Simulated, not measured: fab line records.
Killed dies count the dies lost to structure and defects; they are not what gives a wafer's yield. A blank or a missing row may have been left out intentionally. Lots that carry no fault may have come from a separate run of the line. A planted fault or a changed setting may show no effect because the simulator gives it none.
What tool caused it?	flow nandHarc	24 lots with 72 wafers sampled at 6 steps, on a route of 1159 steps

WHAT THE GAUGES READ, wafer by wafer
The record holds no reading of a measuring or inspecting step that can be judged against a usual standard deviation.

WHICH TOOL RAN EACH LOT (tool, then ch and the chambers of the sampled wafers, then the start)
lot	NHARC_A_CONTACT_ETCH_134	NHARC_A_CONTACT_ETCH_139	NHARC_A_CONTACT_CMP_20	NHARC_A_BLC_ETCH_18	NHARC_A_M1_STRIP_18	NHARC_A_BONDPAD_ETCH_34
L074	harCapEtch-03 ch 1, day 16 23:40	harCapEtch-03 ch 1, day 17 00:22	cmp-01 ch 0,1,3, day 17 13:03	rieDiel-08 ch 1,2, day 18 10:29 or earlier	rieDiel-10 ch 0,1,2, day 18 10:29	rieDiel-12 ch 0,1,2, day 18 14:46
L076	harCapEtch-03 ch 0,1, day 18 05:30	harCapEtch-03 ch 0,1, day 18 06:11	cmp-01 ch 1,2,3, day 18 09:19	rieDiel-11 ch 0,1, day 18 19:24 or earlier	rieDiel-10 ch 1,2, day 18 19:24	rieDiel-03 ch 0,1,3, day 19 00:04
L078	harCapEtch-03 ch 0,1, day 18 10:49	harCapEtch-03 ch 0,1, day 18 11:30	cmp-04 ch 0,2,3, day 18 14:16	rieDiel-01 ch 0,2,3, day 19 01:46 or earlier	rieDiel-02 ch 0,3, day 19 01:46	rieDiel-03 ch 0,1,3, day 19 06:14
L075	harCapEtch-03 ch 0,1, day 18 13:55	harCapEtch-03 ch 0,1, day 18 14:37	cmp-03 ch 1,2,3, day 18 19:26	rieDiel-01 ch 0,1, day 19 05:17 or earlier	rieDiel-04 ch 1,3, day 19 05:17	rieDiel-03 ch 1,2,3, day 19 09:37
L077	harCapEtch-03 ch 0,1, day 18 20:52	harCapEtch-03 ch 0,1, day 18 21:34	cmp-01 ch 1,2,3, day 19 00:16	rieDiel-11 ch 1,2,3, day 19 17:43 or earlier	rieDiel-02 ch 1,2,3, day 19 17:43	rieDiel-03 ch 0,1, day 19 22:03
L081	harCapEtch-01 ch 0,1, day 18 21:16	harCapEtch-01 ch 0,1, day 18 21:58	cmp-01 ch 0,3, day 19 01:35	rieDiel-01 ch 0,2,3, day 19 18:01 or earlier	rieDiel-10 ch 0,1,3, day 19 18:01	rieDiel-12 ch 0,1,3, day 19 22:31
L080	harCapEtch-01 ch 0,1, day 19 04:12	harCapEtch-01 ch 0,1, day 19 04:54	cmp-01 ch 1,3, day 19 15:50	rieDiel-01 ch 2,3, day 20 04:14 or earlier	rieDiel-04 ch 0,3, day 20 04:14	rieDiel-03 ch 0,2,3, day 20 09:10
L082	harCapEtch-01 ch 0, day 19 06:47	harCapEtch-01 ch 0, day 19 07:29	cmp-01 ch 0,2, day 19 17:17	rieDiel-01 ch 0,1,3, day 20 05:07 or earlier	rieDiel-04 ch 1,3, day 20 05:07	rieDiel-12 ch 0,1,2, day 20 09:43
L079	harCapEtch-03 ch 0,1, day 19 10:35	harCapEtch-03 ch 0,1, day 19 11:17	cmp-01 ch 1,2, day 19 20:01	rieDiel-11 ch 0,1,3, day 20 08:11 or earlier	rieDiel-02 ch 0,1,2, day 20 08:11	rieDiel-03 ch 0,1,3, day 20 12:41
L084	harCapEtch-02 ch 0,1, day 19 14:52	harCapEtch-02 ch 0,1, day 19 15:33	cmp-01 ch 0,1,3, day 19 21:49	rieDiel-11 ch 0,1,3, day 20 09:02 or earlier	rieDiel-02 ch 0,2, day 20 09:02	rieDiel-12 ch 0,1,3, day 20 13:46
L083	harCapEtch-03 ch 0,1, day 19 18:07	harCapEtch-03 ch 0,1, day 19 18:49	cmp-04 ch 1,2,3, day 19 23:42	rieDiel-01 ch 0,2,3, day 20 10:23 or earlier	rieDiel-02 ch 0,2,3, day 20 10:23	rieDiel-03 ch 0,1, day 20 14:52
L086	harCapEtch-03 ch 0, day 19 21:19	harCapEtch-03 ch 0, day 19 22:00	cmp-01 ch 1,2,3, day 20 03:10	rieDiel-01 ch 0,2, day 20 18:29 or earlier	rieDiel-02 ch 2,3, day 20 18:29	rieDiel-03 ch 1,2,3, day 20 22:55
L085	harCapEtch-01 ch 0, day 20 01:30	harCapEtch-01 ch 0, day 20 02:12	cmp-04 ch 1,2,3, day 20 05:05	rieDiel-11 ch 0,3, day 20 18:53 or earlier	rieDiel-10 ch 0,1,3, day 20 18:53	rieDiel-03 ch 2,3, day 20 23:34
L087	harCapEtch-03 ch 0,1, day 20 02:59	harCapEtch-03 ch 0,1, day 20 03:41	cmp-04 ch 0,3, day 20 06:38	rieDiel-11 ch 1,2,3, day 20 21:43 or earlier	rieDiel-10 ch 0,1,2, day 20 21:43	rieDiel-03 ch 0,3, day 21 02:15
L089	harCapEtch-03 ch 0,1, day 20 15:37	harCapEtch-03 ch 0,1, day 20 16:19	cmp-03 ch 1,2,3, day 20 23:53	rieDiel-11 ch 0,1, day 21 18:49 or earlier	rieDiel-04 ch 0,1,3, day 21 18:49	rieDiel-12 ch 1,2, day 21 23:38
L091	harCapEtch-02 ch 0,1, day 21 10:49	harCapEtch-02 ch 0,1, day 21 11:31	cmp-01 ch 1,2,3, day 21 17:08	rieDiel-11 ch 0,1, day 22 02:41 or earlier	rieDiel-04 ch 0,2,3, day 22 02:41	rieDiel-03 ch 0,1, day 22 07:07
L093	harCapEtch-01 ch 0,1, day 21 12:07	harCapEtch-01 ch 0,1, day 21 12:49	cmp-01 ch 0,3, day 21 18:20	rieDiel-11 ch 0,1, day 22 05:46 or earlier	rieDiel-04 ch 0,1,3, day 22 05:46	rieDiel-03 ch 1,2, day 22 10:01
L088	harCapEtch-03 ch 0,1, day 21 14:06	harCapEtch-03 ch 0,1, day 21 14:48	cmp-03 ch 1,2, day 21 19:22	rieDiel-11 ch 0,1,3, day 22 06:23 or earlier	rieDiel-04 ch 0,1, day 22 06:23	rieDiel-03 ch 0,1,2, day 22 10:53
L090	harCapEtch-02 ch 0,1, day 21 18:49	harCapEtch-02 ch 0,1, day 21 19:31	cmp-04 ch 0,1,2, day 21 22:13	rieDiel-11 ch 1,2,3, day 22 10:11 or earlier	rieDiel-10 ch 1,2,3, day 22 10:11	rieDiel-03 ch 0,2,3, day 22 14:29
L092	harCapEtch-01 ch 0,1, day 21 19:58	harCapEtch-01 ch 0,1, day 21 20:39	cmp-03 ch 0,1,2, day 21 23:58	rieDiel-11 ch 1,2, day 22 12:03 or earlier	rieDiel-04 ch 0,1,2, day 22 12:03	rieDiel-03 ch 0,1,2, day 22 16:31
L096	harCapEtch-03 ch 1, day 22 00:35	harCapEtch-03 ch 1, day 22 01:17	cmp-01 ch 0,1,3, day 22 05:06	rieDiel-11 ch 1,2, day 22 17:47 or earlier	rieDiel-10 ch 0,1,2, day 22 17:47	rieDiel-03 ch 0,2,3, day 22 22:22
L094	harCapEtch-01 ch 0,1, day 22 00:50	harCapEtch-01 ch 0,1, day 22 01:32	cmp-03 ch 0,1,3, day 22 05:53	rieDiel-08 ch 0,2, day 22 19:28 or earlier	rieDiel-10 ch 0,2, day 22 19:28	rieDiel-03 ch 0,2,3, day 23 00:10
L095	harCapEtch-02 ch 0,1, day 22 05:17	harCapEtch-02 ch 0,1, day 22 05:59	cmp-01 ch 0,2, day 22 12:32	rieDiel-01 ch 0,2, day 23 00:30 or earlier	rieDiel-04 ch 1,2,3, day 23 00:30	rieDiel-03 ch 1,2, day 23 04:55
L097	harCapEtch-02 ch 0,1, day 23 02:01	harCapEtch-02 ch 0,1, day 23 02:43	cmp-04 ch 0,1,3, day 23 05:34	rieDiel-11 ch 0,1,3, day 23 16:06 or earlier	rieDiel-10 ch 0,1,2, day 23 16:06	rieDiel-03 ch 0,1,2, day 23 20:25
- NHARC_A_CONTACT_ETCH_134: etches the open film in C4F8/O2/Ar, time 140 s, target depth 700 nm.
- NHARC_A_CONTACT_ETCH_139: etches the open film in C4F8/O2/Ar, time 137 s, target depth 590 nm.
- NHARC_A_CONTACT_CMP_20: polishes, t overpolish 30 s, target thk 300 nm.
- NHARC_A_BLC_ETCH_18: etches the open film in C4F8/O2/Ar, target depth 910 nm.
- NHARC_A_M1_STRIP_18: strips in N2/H2.
- NHARC_A_BONDPAD_ETCH_34: etches the open film in N2/H2, target depth 60 nm, overetch 18 nm, time 65.91 s.

AS READ BY THE TOOLS THEMSELVES (means over the sampled wafers that have a number; for cases with no such wafer, the mark the record gives instead)
NHARC_A_CONTACT_CMP_20.
lot	tool	motorCurrentA (A)	overpolishRunS (s)	slurryFlowMlMin	timeToEndpointS (s)
L074	cmp-01	12.5	30.002	150.7	62
L076	cmp-01	13.0	29.999	150.3	62
L078	cmp-04	12.3	29.992	150.1	64
L075	cmp-03	11.8	30.002	150.4	63
L077	cmp-01	12.6	30.002	150.1	58
L081	cmp-01	11.8	30.006	149.8	60
L080	cmp-01	13.4	29.997	150.2	56
L082	cmp-01	12.1	29.989	149.7	58
L079	cmp-01	13.4	29.995	149.8	57
L084	cmp-01	12.3	29.999	150.4	58
L083	cmp-04	12.0	30.005	150.2	57
L086	cmp-01	13.1	30.002	149.7	60
L085	cmp-04	11.9	30.002	150.0	58
L087	cmp-04	12.2	29.989	150.4	59
L089	cmp-03	11.8	29.997	150.1	63
L091	cmp-01	13.0	30.001	149.8	58
L093	cmp-01	11.9	29.994	149.7	62
L088	cmp-03	12.3	29.999	150.1	59
L090	cmp-04	12.2	29.997	149.8	59
L092	cmp-03	11.7	30.004	149.8	60
L096	cmp-01	12.9	30.000	149.7	58
L094	cmp-03	11.1	29.996	149.9	58
L095	cmp-01	12.3	30.000	150.2	66
L097	cmp-04	11.9	30.007	150.6	61

NHARC_A_BLC_ETCH_18.
lot	tool	oesProductAu (a.u.)	rfVppV (V)
L074	rieDiel-08	0.961	972
L076	rieDiel-11	0.974	969
L078	rieDiel-01	0.944	975
L075	rieDiel-01	0.936	973
L077	rieDiel-11	0.962	981
L081	rieDiel-01	0.922	976
L080	rieDiel-01	0.969	973
L082	rieDiel-01	0.940	975
L079	rieDiel-11	0.962	976
L084	rieDiel-11	0.934	976
L083	rieDiel-01	0.924	975
L086	rieDiel-01	0.922	973
L085	rieDiel-11	0.968	976
L087	rieDiel-11	0.927	980
L089	rieDiel-11	0.960	971
L091	rieDiel-11	0.927	970
L093	rieDiel-11	0.975	970
L088	rieDiel-11	0.926	975
L090	rieDiel-11	0.967	980
L092	rieDiel-11	0.917	980
L096	rieDiel-11	0.956	974
L094	rieDiel-08	0.967	975
L095	rieDiel-01	0.974	971
L097	rieDiel-11	0.978	975

NHARC_A_M1_STRIP_18.
lot	tool	drypumpMotorCurrentA (A)	mfcArSccm (sccm)	oesProductAu (a.u.)	rfVppV (V)	showerheadPlenumPTorr (Torr)	throttleValvePct (%)
L074	rieDiel-10	5.7	0.020	0.996	89.4	2.01	14.167
L076	rieDiel-10	5.5	0.015	1.003	90.3	1.96	14.172
L078	rieDiel-02	5.8	0.039	1.002	91.0	2.06	14.169
L075	rieDiel-04	5.7	0.000	0.992	90.5	2.09	14.178
L077	rieDiel-02	6.0	0.022	1.002	90.6	2.03	14.178
L081	rieDiel-10	5.8	0.020	0.995	90.8	2.00	14.172
L080	rieDiel-04	6.0	0.000	0.989	90.2	2.04	14.171
L082	rieDiel-04	5.6	0.000	0.990	91.2	2.09	14.162
L079	rieDiel-02	6.0	0.022	0.993	90.8	2.09	14.176
L084	rieDiel-02	5.9	0.029	0.998	90.8	2.14	14.173
L083	rieDiel-02	5.9	0.034	0.996	90.8	2.07	14.170
L086	rieDiel-02	6.0	0.029	0.995	90.4	2.08	14.171
L085	rieDiel-10	5.8	0.020	0.996	90.5	2.00	14.172
L087	rieDiel-10	5.7	0.020	1.002	90.9	2.00	14.173
L089	rieDiel-04	5.9	0.000	0.984	90.8	2.07	14.170
L091	rieDiel-04	5.6	0.000	0.998	90.7	2.00	14.174
L093	rieDiel-04	5.8	0.000	1.000	91.3	2.07	14.166
L088	rieDiel-04	6.1	0.000	1.000	90.5	2.09	14.173
L090	rieDiel-10	5.8	0.007	1.010	89.8	1.97	14.164
L092	rieDiel-04	5.8	0.000	0.996	90.6	2.02	14.167
L096	rieDiel-10	5.7	0.020	0.996	90.0	2.00	14.165
L094	rieDiel-10	5.8	0.013	1.006	90.1	2.02	14.165
L095	rieDiel-04	5.4	0.000	0.993	90.9	2.02	14.173
L097	rieDiel-10	5.7	0.020	0.999	92.1	2.00	14.170

NHARC_A_BONDPAD_ETCH_34.
lot	tool	drypumpMotorCurrentA (A)	mfcArSccm (sccm)	oesProductAu (a.u.)	rfVppV (V)	showerheadPlenumPTorr (Torr)	throttleValvePct (%)
L074	rieDiel-12	5.94	0.016	1.008	433.0	2.10	14.170
L076	rieDiel-03	5.54	0.005	0.997	431.2	2.06	14.165
L078	rieDiel-03	5.54	0.005	0.996	430.4	2.06	14.178
L075	rieDiel-03	5.55	0.005	1.003	432.0	2.09	14.166
L077	rieDiel-03	5.36	0.009	0.997	429.2	1.98	14.175
L081	rieDiel-12	5.60	0.016	0.998	431.7	2.08	14.171
L080	rieDiel-03	5.67	0.000	1.001	432.9	2.13	14.170
L082	rieDiel-12	5.97	0.016	1.008	432.2	2.10	14.181
L079	rieDiel-03	5.53	0.005	1.003	431.9	2.06	14.171
L084	rieDiel-12	5.61	0.016	1.003	431.0	2.08	14.168
L083	rieDiel-03	5.49	0.005	0.992	431.1	2.03	14.174
L086	rieDiel-03	5.55	0.005	0.994	430.9	2.09	14.171
L085	rieDiel-03	5.67	0.000	1.007	434.5	2.16	14.167
L087	rieDiel-03	5.71	0.000	1.006	433.0	2.13	14.176
L089	rieDiel-12	6.23	0.015	1.004	432.6	2.12	14.169
L091	rieDiel-03	5.35	0.009	0.994	429.9	1.98	14.174
L093	rieDiel-03	5.51	0.005	1.004	431.2	2.09	14.172
L088	rieDiel-03	5.49	0.005	0.997	431.6	2.06	14.173
L090	rieDiel-03	5.66	0.000	0.995	433.5	2.13	14.171
L092	rieDiel-03	5.49	0.005	0.998	431.2	2.06	14.172
L096	rieDiel-03	5.67	0.000	1.002	432.7	2.13	14.175
L094	rieDiel-03	5.67	0.000	1.001	432.6	2.13	14.172
L095	rieDiel-03	5.51	0.005	0.996	431.2	2.09	14.167
L097	rieDiel-03	5.48	0.005	0.998	430.6	2.06	14.168

THE ANSWER, worked out from the rows above alone
Rule: what is usual is taken from the lots themselves. The widest of any qualifying gaps counts: lots, ordered by their means at a reading, are off when they make up no more than a third of the lots, leave a main group of 4 or more, and stand apart from it by 3 or more times the standard deviation of that group's means. A main group is skipped when, at the precision printed for the reading in the tables above, its means are all equal. Also off: a lot with no number at a reading for which 4 or more lots have one. All remaining lots with rows at the step are treated as sound. First the gauges in route order, then the tools' own readings, where a lot's mean is used as printed above. The first step at which some lot is off is used, and at that step the reading that is off furthest; a lot without a number counts as furthest.
None of the lots is off at any reading shown; this tells nothing.

WHAT WAS PUT IN BY THE SIMULATOR
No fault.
